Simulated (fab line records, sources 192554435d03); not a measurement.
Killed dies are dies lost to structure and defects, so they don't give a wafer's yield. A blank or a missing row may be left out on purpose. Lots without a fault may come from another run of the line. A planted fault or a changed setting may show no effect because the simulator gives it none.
Split-lot experiment | flow n5_finfet | 7 lots, 21 wafers read, on a route of 1938 steps

THE SPLIT
At N5_BEOL_M3_COAT_22 (resist thk 30 nm), the setting spin_rpm was moved away from the recipe's 1500 rpm on 8 of the 21 wafers read, by -9.0% to +6.9%. The other wafers ran this setting at the recipe's value.

FROM THE SPLIT TO THE READING: what the file shows between them, 4 steps
- N5_BEOL_M3_EBR_24
- N5_BEOL_M3_SOFTBAKE_23: time 60 s
- N5_BEOL_M3_EXPOSE_25: exposes mask V2, defocus 5 nm
- N5_BEOL_M3_PEB_26: peb time 60 s

THE READING
CAR-EUV_of_BEOL_M3_COAT_22.thk_nm (the simulator's own value, which no gauge read), in nm, at N5_BEOL_M3_DEVELOP_27 (develop time 30 s). The file gives no usual value for it. The 13 wafers here that ran the recipe average 29.6 nm, standard deviation 0.072 nm.

wafer  | tool, chamber at the split | spin_rpm as run, rpm | against the recipe | CAR-EUV_of_BEOL_M3_COAT_22.thk_nm, nm | against lot-mates on the recipe
L074.1 | litho_track-02, 0          | 1595                 | +6.3%              | 28.8                                  | -0.8
L074.5 | litho_track-02, 0          | 1500                 | recipe             | 29.6                                  | -
L074.6 | litho_track-02, 0          | 1595                 | +6.3%              | 28.6                                  | -1.0
L083.3 | litho_track-03, 0          | 1500                 | recipe             | 29.6                                  | -
L083.4 | litho_track-03, 0          | 1500                 | recipe             | 29.6                                  | -
L083.5 | litho_track-03, 0          | 1500                 | recipe             | 29.6                                  | -
L090.2 | litho_track-03, 0          | 1365                 | -9.0%              | 30.8                                  | +1.2
L090.3 | litho_track-03, 0          | 1500                 | recipe             | 29.6                                  | -
L090.6 | litho_track-03, 0          | 1500                 | recipe             | 29.6                                  | -
L094.1 | litho_track-04, 0          | 1500                 | recipe             | 29.6                                  | -
L094.3 | litho_track-04, 0          | 1500                 | recipe             | 29.6                                  | -
L094.4 | litho_track-04, 0          | 1386                 | -7.6%              | 30.8                                  | +1.2
L096.1 | litho_track-03, 0          | 1500                 | recipe             | 29.4                                  | -
L096.2 | litho_track-03, 0          | 1500                 | recipe             | 29.6                                  | -
L096.6 | litho_track-03, 0          | 1442                 | -3.9%              | 30                                    | +0.5
L095.1 | litho_track-02, 0          | 1500                 | recipe             | 29.4                                  | -
L095.3 | litho_track-02, 0          | 1427                 | -4.9%              | 30.2                                  | +0.7
L095.5 | litho_track-02, 0          | 1500                 | recipe             | 29.6                                  | -
L097.1 | litho_track-02, 0          | 1500                 | recipe             | 29.6                                  | -
L097.3 | litho_track-02, 0          | 1604                 | +6.9%              | 28.6                                  | -1.0
L097.5 | litho_track-02, 0          | 1604                 | +6.9%              | 28.6                                  | -1.0

THE FIT
A straight line over all 21 wafers: CAR-EUV_of_BEOL_M3_COAT_22.thk_nm changes by -0.14 nm for each +1% of spin_rpm; r = -0.99; the points scatter about the line by 0.083 nm.
The same after taking each lot's own level away (the mean of its wafers on the recipe; 21 wafers): -0.143 nm for each +1%; r = -0.99; scatter 0.066 nm.
On that fit, the largest move of spin_rpm shifts the reading by 1.3 nm.
The lots' own levels span 29.50 to 29.60 nm, that is 1.4 times the standard deviation above.
So the lot-to-lot level changes the slope little: the two slopes agree.
Check: with one of the wafers moved furthest among these (-9.0%) left out of the fit, the line predicts +1.32 nm for it against its lot-mates. It came out at +1.2 nm against them.

OTHER SPLITS ON THESE WAFERS
These wafers also went through other splits before the reading. Each is held against what the fit with the lots' levels taken away leaves over:
other split on the same wafers              | wafers away from the commonest value | r with CAR-EUV_of_BEOL_M3_COAT_22.thk_nm (lot level and that fit taken away)
N5_BEOL_M0_SAQP_SPACER2_ALD_26 target_thk_a | 7                                    | -0.15
N5_BEOL_M1_PECVD_72 time_s                  | 11                                   | -0.02
N5_BEOL_M1_COAT_61 spin_rpm                 | 9                                    | -0.14
N5_BEOL_M2_COAT_67 spin_rpm                 | 8                                    | -0.24
N5_BEOL_M2_COAT_76 time_s                   | 8                                    | -0.27

THE WHOLE CHAIN: every reading that the file lists as answering this split, in the file's order
step                  | what it does      | reading                                                                            | change (the file's fit)               | r (the file's)
N5_BEOL_M3_COAT_22    | resist thk 30 nm  | CAR-EUV_of_BEOL_M3_COAT_22.thk_nm (the simulator's own value, which no gauge read) | -0.147 nm for each +1% of the setting | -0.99
N5_BEOL_M3_DEVELOP_27 | develop time 30 s | CAR-EUV_of_BEOL_M3_COAT_22.thk_nm (the simulator's own value, which no gauge read) | -0.143 nm for each +1% of the setting | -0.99

THE FILE'S OWN FIT
CAR-EUV_of_BEOL_M3_COAT_22.thk_nm changes by -0.143 nm for each +1% of spin_rpm, r = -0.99.
